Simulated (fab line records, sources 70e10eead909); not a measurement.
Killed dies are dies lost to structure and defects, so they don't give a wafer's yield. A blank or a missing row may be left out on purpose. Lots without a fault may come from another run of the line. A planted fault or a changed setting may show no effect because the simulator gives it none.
Chamber matching | flow nand_harc | NHARC_A_STAIRCASE_TRIM_12 on rie_diel-11: 4 sister chambers
The step chemistry O2, time 211.2 s. 22 wafers are shown with their chamber, then 11 later ones without.

WAFERS WITH THEIR CHAMBER
wafer  | chamber | showerhead_plenum_p_Torr (Torr) | drypump_motor_current_A (A) | oes_product_au (a.u.)
L075.1 | 0       | 3.37                            | 5.8                         | 0.984
L075.4 | 3       | 3.33                            | 6.6                         | 0.988
L075.6 | 1       | 3.77                            | 5.7                         | 1.007
L075.2 | 3       | 3.33                            | 6.6                         | 0.990
L075.3 | 1       | 3.77                            | 5.7                         | 0.996
L075.5 | 0       | 3.37                            | 5.8                         | 0.996
L078.2 | 0       | 3.37                            | 5.8                         | 0.995
L078.3 | 3       | 3.33                            | 6.6                         | 0.992
L078.5 | 3       | 3.33                            | 6.6                         | 0.994
L080.1 | 1       | 3.76                            | 5.7                         | 1.012
L080.3 | 2       | 3.79                            | 6.1                         | 0.978
L080.5 | 3       | 3.33                            | 6.7                         | 0.996
L080.2 | 0       | 3.37                            | 5.8                         | 0.996
L080.4 | 3       | 3.33                            | 6.7                         | 0.994
L080.6 | 2       | 3.79                            | 6.1                         | 0.973
L082.1 | 0       | 3.37                            | 5.8                         | 0.997
L082.3 | 3       | 3.32                            | 6.6                         | 0.990
L082.5 | 0       | 3.37                            | 5.8                         | 1.002
L087.2 | 2       | 3.78                            | 6.1                         | 0.989
L087.4 | 3       | 3.32                            | 6.7                         | 1.011
L087.5 | 0       | 3.36                            | 5.8                         | 1.012
L088.2 | 3       | 3.32                            | 6.6                         | 1.002

SIGNATURES (means of the wafers above)
reading                  | chamber 0 | chamber 1 | chamber 2 | chamber 3 | scatter within a chamber
showerhead_plenum_p_Torr | 3.3686    | 3.7667    | 3.7867    | 3.3267    | 0.00482
drypump_motor_current_A  | 5.800     | 5.700     | 6.100     | 6.633     | 0.0333
oes_product_au           | 0.99743   | 1.00500   | 0.98000   | 0.99522   | 0.00784
Rule: a wafer's distance from a chamber is the root of the sum, over the readings, of the square of ((its reading less the chamber's mean) divided by the reading's scatter). The wafer belongs to the nearest chamber; if the next one is less than 2 further off, it can't be placed. The scatter: the root of (the sum of the squares of (reading less its chamber's mean) over the shown wafers, divided by (wafers less chambers)).

WAFERS WITHOUT THEIR CHAMBER
wafer  | showerhead_plenum_p_Torr (Torr) | drypump_motor_current_A (A) | oes_product_au (a.u.)
L088.3 | 3.36                            | 5.8                         | 0.998
L088.6 | 3.78                            | 6.1                         | 0.988
L093.1 | 3.31                            | 6.6                         | 1.007
L093.2 | 3.36                            | 5.8                         | 1.013
L093.6 | 3.75                            | 5.7                         | 1.028
L093.3 | 3.78                            | 6.1                         | 0.998
L093.4 | 3.75                            | 5.7                         | 1.023
L093.5 | 3.36                            | 5.8                         | 1.000
L094.1 | 3.74                            | 5.7                         | 1.017
L094.4 | 3.35                            | 5.8                         | 0.997
L094.6 | 3.77                            | 6.1                         | 0.990

WHICH CHAMBER EACH WENT THROUGH
wafer  | from the rows above | in truth
L088.3 | 0                   | 0
L088.6 | 2                   | 2
L093.1 | 3                   | 3
L093.2 | 0                   | 0
L093.6 | 1                   | 1
L093.3 | 2                   | 2
L093.4 | 1                   | 1
L093.5 | 0                   | 0
L094.1 | 1                   | 1
L094.4 | 0                   | 0
L094.6 | 2                   | 2
Placed correctly: 11 of 11. Can't be placed from these rows: 0. Placed wrongly: 0.
